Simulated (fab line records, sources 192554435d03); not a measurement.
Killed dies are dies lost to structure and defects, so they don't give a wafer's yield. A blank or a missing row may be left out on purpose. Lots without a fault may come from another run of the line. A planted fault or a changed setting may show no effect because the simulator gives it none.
fab line records | flow n5_finfet | part 2 of 2: steps 4 to 6 of 6
record lots=22 wafers=66 last_day=18
route steps=1938 shown BEOL_M2@857
lots that met no fault: from a run of the same line without faults
start_h: hours from the record's first day to the start of the lot's first wafer shown | wait_h: hours since the lot's step before | " the same as in the row above | L1.1+2: a row that stands for several wafers | - no value, or no start given | * or withheld: withheld | < > ~ a bound
route shown NAME@n: a module of which the file shows steps, and the number in the route of the first | usual: mean/standard deviation of fault-free wafers | same: alike in all rows | chamber/n: place in a boat | sites: the reading at each site | _std_site: their standard deviation | _edge_site: outer sites' mean less inner sites' | radius_mm: how far each site lies from the wafer's centre | mask NAME#n: copy n | behind: the tool/chamber that last shaped the wafer | hold: why the lot was held/for how many hours/how that ended | device: the transistor (n, p or np) that didn't switch | end of line: the same wafers' tests at the end of the route | a step without rows: its recipe alone | killed: dies lost to structure and defects at the first sort, not the wafer's yield | map: a wafer's dies, x killed, . not, _ none there
set.NAME: the setting as run; set.NAME@STEP: as run at that earlier step | model.NAME: the simulator's own value behind a step, which no gauge read
steps of the route over a sample of lots; a table a step, a row a wafer
services: from which hour (start_h, from the record's first day; less than 0 if before it) a tool's chamber was out of use, for how many hours, and why
## steps
# step N5_BEOL_M2_ETCH_69
# recipe chemistry=CF4 target=SiARC target_depth_a=156 mask_material=CAR-EUV time_s=26 ion_energy_ev=80 pressure_mtorr=40 source_w=545 bias_w=36 Ar_flow_sccm=100 cf4_flow_sccm=100 ends=cleared
# usual drypump_motor_current_A=6.0/0.53 etch_rf_on_time_s=25.9/0.63 oes_product_au=0.66/0.071 rf_vpp_V=184.4/1.3 showerhead_plenum_p_Torr=2.18/0.082 throttle_valve_pct=15.56/0.18
# columns lot.wafer tool chamber start_h wait_h drypump_motor_current_A etch_rf_on_time_s oes_product_au rf_hours_counter_h rf_vpp_V showerhead_plenum_p_Torr throttle_valve_pct
L074.2 rie_diel-01 0 137.94 0.0 6.8 26.5 0.64 152 183.8 2.15 15.71
L074.5 " 1 " " 6.1 25.5 0.71 - 184.8 2.25 15.51
L074.6 " 2 " " 4.9 26.1 0.62 - 183.2 2.05 15.57
L076.1 rie_diel-02 0 148.10 0.0 6.2 26.1 0.61 194 185.8 2.22 15.38
L076.2 " 2 " " 5.7 25.4 0.71 75 184.8 2.15 15.47
L076.5 " 3 " " 6.0 25.3 0.80 - 185.8 2.29 15.62
L077.1 rie_diel-05 3 165.28 0.0 6.2 24.6 0.62 228 182.0 2.04 15.60
L077.2 " 0 " " 5.6 25.8 0.58 236 184.5 2.21 15.97
L077.5 " 2 " " 5.5 26.5 0.61 - 185.2 2.22 15.80
L078.1 rie_diel-01 2 170.86 0.0 4.9 26.6 0.60 190 180.6 2.04 15.59
L078.4 " 0 " " 6.8 26.7 0.63 - 183.5 2.15 15.74
L078.6 " 1 " " 6.2 25.4 0.71 - 185.2 2.25 15.54
L079.2 rie_diel-01 0 176.64 0.0 6.8 27.3 0.62 166 185.1 2.15 15.73
L079.3 " 3 " " 5.1 25.7 0.72 50 182.9 2.11 15.36
L079.4 " 2 " " 4.9 27.1 0.60 192 182.5 2.04 15.60
L080.1 rie_diel-05 2 177.06 0.0 5.5 26.8 0.61 186 184.3 2.22 15.82
L080.3 " 1 " " 6.5 26.3 0.60 201 183.2 2.11 15.28
L080.4 " 0 " " 5.6 26.2 0.58 241 184.0 2.20 15.97
L082.1 rie_diel-01 0 183.40 0.0 6.8 27.3 0.61 170 183.1 2.14 15.75
L082.5 " 0 " " 6.8 27.1 0.62 - 185.4 2.15 15.74
L082.6 " 1 " " 6.1 25.5 0.70 - 185.0 2.25 15.52
L083.1 rie_diel-05 0 184.08 0.0 5.6 26.1 0.58 244 184.4 2.20 15.98
L083.3 " 1 " " 6.5 26.0 0.61 204 182.2 2.11 15.31
L083.4 " 3 " " 6.2 24.8 0.61 236 183.3 2.03 15.64
L084.1 rie_diel-05 1 206.88 0.0 6.5 26.4 0.60 212 183.0 2.11 15.30
L084.3 " 3 " " 6.2 24.6 0.61 244 182.4 2.03 15.64
L084.6 " 2 " " 5.5 26.5 0.61 - 183.9 2.21 15.83
L085.1 rie_diel-02 3 209.90 0.0 6.0 25.6 0.77 43 188.0 2.28 15.65
L085.3 " 2 " " 5.6 25.6 0.68 98 184.4 2.15 15.53
L085.6 " 0 " " 6.2 26.1 0.59 - 184.6 2.21 15.43
L086.3 rie_diel-02 1 210.25 0.0 6.6 25.9 0.77 32 184.6 2.27 15.27
L086.4 " 3 " " 6.0 25.4 0.77 43 185.6 2.28 15.66
L086.5 " 1 " " 6.5 25.9 0.77 - 186.0 2.27 15.28
L087.1 rie_diel-05 2 222.95 0.0 5.6 27.0 0.60 204 185.3 2.21 15.86
L087.4 " 2 " " 5.6 26.9 0.60 - 184.3 2.21 15.87
L087.5 " 1 " " 6.5 26.6 0.59 - 183.4 2.11 15.33
L088.1 rie_diel-01 3 223.16 0.0 5.1 25.5 0.71 67 183.3 2.10 15.41
L088.3 " 1 " " 6.2 25.0 0.69 108 185.2 2.24 15.58
L088.6 " 3 " " 5.1 25.5 0.72 - 182.6 2.10 15.40
L089.1 rie_diel-01 3 229.48 0.0 5.1 25.8 0.70 69 182.9 2.10 15.39
L089.3 " 1 " " 6.2 25.3 0.69 111 184.6 2.24 15.56
L089.5 " 2 " " 4.9 26.7 0.58 - 183.1 2.04 15.64
L090.2 rie_diel-02 1 229.66 0.0 6.5 26.3 0.75 39 184.3 2.27 15.30
L090.4 " 0 " " 6.2 26.5 0.59 223 183.6 2.21 15.46
L090.6 " 0 " " 6.2 26.1 0.59 - 185.2 2.21 15.47
L091.1 rie_diel-02 0 241.44 0.0 6.2 26.1 0.59 225 183.9 2.21 15.46
L091.5 " 0 " " 6.2 25.9 0.59 - 184.5 2.21 15.46
L091.6 " 3 " " 6.0 25.3 0.76 - 185.1 2.28 15.69
L092.4 rie_diel-02 2 245.09 0.0 5.6 26.0 0.66 108 184.9 2.14 15.55
L092.5 " 1 " " 6.5 26.2 0.75 - 186.3 2.27 15.29
L092.6 " 0 " " 6.2 26.1 0.59 - 184.2 2.21 15.46
L093.2 rie_diel-02 3 246.16 0.0 6.0 25.1 0.76 54 184.8 2.28 15.69
L093.4 " 1 " " 6.5 25.7 0.76 43 185.4 2.27 15.29
L093.5 " 3 " " 6.0 25.2 0.76 - 184.6 2.28 15.69
L094.2 rie_diel-02 1 267.86 0.0 6.5 26.3 0.74 50 184.2 2.27 15.32
L094.4 " 0 " " 6.2 26.3 0.59 234 185.1 2.20 15.45
L094.6 " 2 " " 5.7 26.2 0.66 - 183.0 2.14 15.57
L095.1 rie_diel-02 2 267.97 0.0 5.7 25.5 0.67 116 185.0 2.14 15.57
L095.4 " 1 " " 6.5 26.0 0.74 50 185.7 2.27 15.29
L095.5 " 0 " " 6.2 26.2 0.58 - 184.0 2.20 15.48
L096.2 rie_diel-05 0 270.45 0.0 5.6 25.8 0.81 18 183.3 2.19 15.57
L096.4 " 1 " " 6.5 26.6 0.58 240 183.8 2.10 15.37
L096.6 " 0 " " 5.6 26.0 0.80 - 183.1 2.20 15.55
L097.4 rie_diel-02 3 278.60 0.0 6.0 25.6 0.74 65 186.0 2.27 15.70
L097.5 " 2 " " 5.6 25.8 0.66 - 185.0 2.14 15.58
L097.6 " 1 " " 6.5 26.1 0.74 - 185.3 2.27 15.32
# step N5_BEOL_M2_DEP_57
# recipe material=SiCN target_thk_a=80 temp_c=withheld precursor=3MS/NH3 pressure_torr=3 rf_w=202 time_s=14
# usual showerhead_plenum_p_Torr=3.667/0.016 throttle_valve_pct=8.9/0.3
# columns lot.wafer tool chamber start_h wait_h showerhead_plenum_p_Torr throttle_valve_pct
L074.2 pecvd-02 2 159.91 0.0 3.688 8.7
L074.5 " 1 " " 3.647 8.6
L074.6 " 2 " " 3.667 8.7
L076.1 pecvd-02 0 166.56 0.0 3.664 8.7
L076.2 " 2 " " 3.673 8.9
L076.5 " 2 " " 3.679 8.8
L077.1 pecvd-03 1 173.26 0.0 3.702 9.1
L077.2 " 2 " " 3.658 8.9
L077.5 " 0 " " 3.656 8.6
L078.1 pecvd-03 1 176.84 0.0 3.702 9.1
L078.4 " 2 " " 3.661 8.8
L078.6 " 0 " " 3.665 8.6
L080.1 pecvd-02 1 182.71 0.0 3.646 8.6
L080.3 " 2 " " 3.669 8.9
L080.4 " 0 " " 3.664 8.7
L079.2 pecvd-04 1 183.28 0.0 3.666 9.4
L079.3 " 0 " " 3.676 9.5
L079.4 " 1 " " 3.656 9.1
L082.1 pecvd-04 0 194.84 0.0 3.675 9.3
L082.5 " 1 " " 3.655 9.3
L082.6 " 0 " " 3.684 9.1
L083.1 pecvd-04 0 195.19 0.0 3.688 9.2
L083.3 " 2 " " 3.662 9.2
L083.4 " 0 " " 3.671 9.3
L084.1 pecvd-03 0 213.37 0.0 3.658 8.6
L084.3 " 0 " " 3.673 8.9
L084.6 " 1 " " 3.689 8.9
L085.1 pecvd-02 2 221.42 0.0 3.668 8.8
L085.3 " 0 " " 3.661 8.7
L085.6 " 1 " " 3.651 8.5
L086.3 pecvd-03 1 221.95 0.0 3.688 9.2
L086.4 " 0 " " 3.665 8.7
L086.5 " 0 " " 3.665 9.1
L087.1 pecvd-02 2 234.46 0.0 3.665 8.9
L087.4 " 1 " " 3.640 8.5
L087.5 " 0 " " 3.657 8.7
L088.1 pecvd-03 2 235.18 0.0 3.659 8.3
L088.3 " 0 " " 3.666 8.8
L088.6 " 0 " " 3.654 8.5
L089.1 pecvd-03 1 238.35 0.0 3.697 9.2
L089.3 " 2 " " 3.657 8.3
L089.5 " 2 " " 3.661 8.5
L090.2 pecvd-03 1 240.07 0.0 3.703 9.1
L090.4 " 0 " " 3.666 9.1
L090.6 " 1 " " 3.697 9.0
L091.1 pecvd-02 2 250.76 0.0 3.670 8.9
L091.5 " 1 " " 3.643 8.7
L091.6 " 2 " " 3.669 9.0
L092.4 pecvd-02 1 253.88 0.0 3.649 8.6
L092.5 " 0 " " 3.660 8.8
L092.6 " 2 " " 3.676 8.9
L093.2 pecvd-03 0 256.88 0.0 3.661 8.8
L093.4 " 2 " " 3.659 8.4
L093.5 " 2 " " 3.661 8.2
L094.2 pecvd-03 2 272.13 0.0 3.657 8.3
L094.4 " 1 " " 3.697 9.1
L094.6 " 0 " " 3.660 8.9
L095.1 pecvd-02 1 272.42 0.0 3.658 8.6
L095.4 " 0 " " 3.652 8.6
L095.5 " 1 " " 3.649 8.7
L096.2 pecvd-02 0 280.77 0.0 3.657 8.9
L096.4 " 1 " " 3.645 8.7
L096.6 " 0 " " 3.657 8.7
L097.4 pecvd-03 1 284.40 0.0 3.698 9.3
L097.5 " 0 " " 3.654 8.6
L097.6 " 2 " " 3.666 8.4
# step N5_BEOL_M2_RS_MEAS_58
# recipe thk_meas_gauge=four-point-probe reads=Co_of_BEOL_M2_CO_CAP_55+Cu_of_BEOL_M2_ECD_50+Co_of_BEOL_M2_CVD_47+TaN_of_BEOL_M2_ALD_84
# usual M2_RS=0.663/0.03
# columns lot.wafer tool chamber start_h wait_h M2_RS[ohm/sq]
L074.2 film_metro-01 - 160.00 0.1 0.657
L074.5 " - " " 0.641
L074.6 " - " " 0.649
L076.1 film_metro-01 - 166.63 0.0 0.638
L076.2 " - " " 0.700
L076.5 " - " " 0.652
L077.1 film_metro-01 - 173.32 0.0 0.676
L077.2 " - " " 0.624
L077.5 " - " " 0.644
L078.1 film_metro-01 - 176.91 0.0 0.627
L078.4 " - " " 0.651
L078.6 " - " " 0.665
L080.1 film_metro-02 - 182.77 0.0 0.685
L080.3 " - " " 0.649
L080.4 " - " " 0.624
L079.2 film_metro-02 - 183.34 0.1 0.693
L079.3 " - " " 0.669
L079.4 " - " " 0.688
L082.1 film_metro-01 - 194.90 0.0 0.622
L082.5 " - " " 0.649
L082.6 " - " " 0.704
L083.1 film_metro-01 - 195.26 0.0 0.626
L083.3 " - " " 0.682
L083.4 " - " " 0.674
L084.1 film_metro-02 - 213.45 0.1 0.712
L084.3 " - " " 0.726
L084.6 " - " " 0.649
L085.1 film_metro-02 - 221.49 0.0 0.719
L085.3 " - " " 0.658
L085.6 " - " " 0.639
L086.3 film_metro-02 - 222.02 0.1 0.633
L086.4 " - " " 0.670
L086.5 " - " " 0.643
L087.1 film_metro-02 - 234.53 0.0 0.671
L087.4 " - " " 0.701
L087.5 " - " " 0.632
L088.1 film_metro-01 - 235.25 0.0 0.643
L088.3 " - " " 0.677
L088.6 " - " " 0.675
L089.1 film_metro-01 - 238.42 0.0 0.692
L089.3 " - " " 0.679
L089.5 " - " " 0.647
L090.2 film_metro-01 - 240.13 0.1 0.659
L090.4 " - " " 0.706
L090.6 " - " " 0.656
L091.1 film_metro-02 - 250.83 0.0 0.652
L091.5 " - " " 0.670
L091.6 " - " " 0.641
L092.4 film_metro-02 - 253.93 0.0 0.635
L092.5 " - " " 0.600
L092.6 " - " " 0.670
L093.2 film_metro-01 - 256.96 0.1 0.637
L093.4 " - " " 0.633
L093.5 " - " " 0.666
L094.2 film_metro-01 - 272.20 0.1 0.591
L094.4 " - " " 0.688
L094.6 " - " " 0.633
L095.1 film_metro-01 - 272.49 0.0 0.693
L095.4 " - " " 0.656
L095.5 " - " " 0.676
L096.2 film_metro-02 - 280.84 0.1 0.674
L096.4 " - " " 0.699
L096.6 " - " " 0.631
L097.4 film_metro-01 - 284.46 0.0 0.654
L097.5 " - " " 0.674
L097.6 " - " " 0.647
## services
# columns tool chamber start_h hours kind
pecvd-02 0 156.38 6.4 repair
rie_diel-01 3 165.61 6.2 repair
pecvd-03 - 186.52 0.8 repair
rie_diel-01 1 200.33 1.6 repair
pecvd-03 2 202.38 - clean
pecvd-03 2 202.38 - consumable_replace:showerhead
pecvd-03 2 202.38 29.0 scheduled_down
pecvd-03 2 202.38 29.0 vent_cycle
rie_diel-05 0 203.00 - clean
rie_diel-05 0 203.00 - consumable_replace:focus_ring
rie_diel-05 0 203.00 22.6 scheduled_down
rie_diel-05 0 203.00 22.6 vent_cycle
rie_diel-05 3 226.02 - clean
rie_diel-05 3 226.02 - consumable_replace:focus_ring
rie_diel-05 3 226.02 - consumable_replace:showerhead
rie_diel-05 3 226.02 24.8 scheduled_down
rie_diel-05 3 226.02 24.8 vent_cycle
pecvd-04 - 227.99 28.1 pm
rie_diel-05 2 248.35 14.3 repair
pecvd-03 1 252.32 5.5 scheduled_down
rie_diel-01 2 252.54 8.2 repair
pecvd-04 - 272.95 0.7 repair
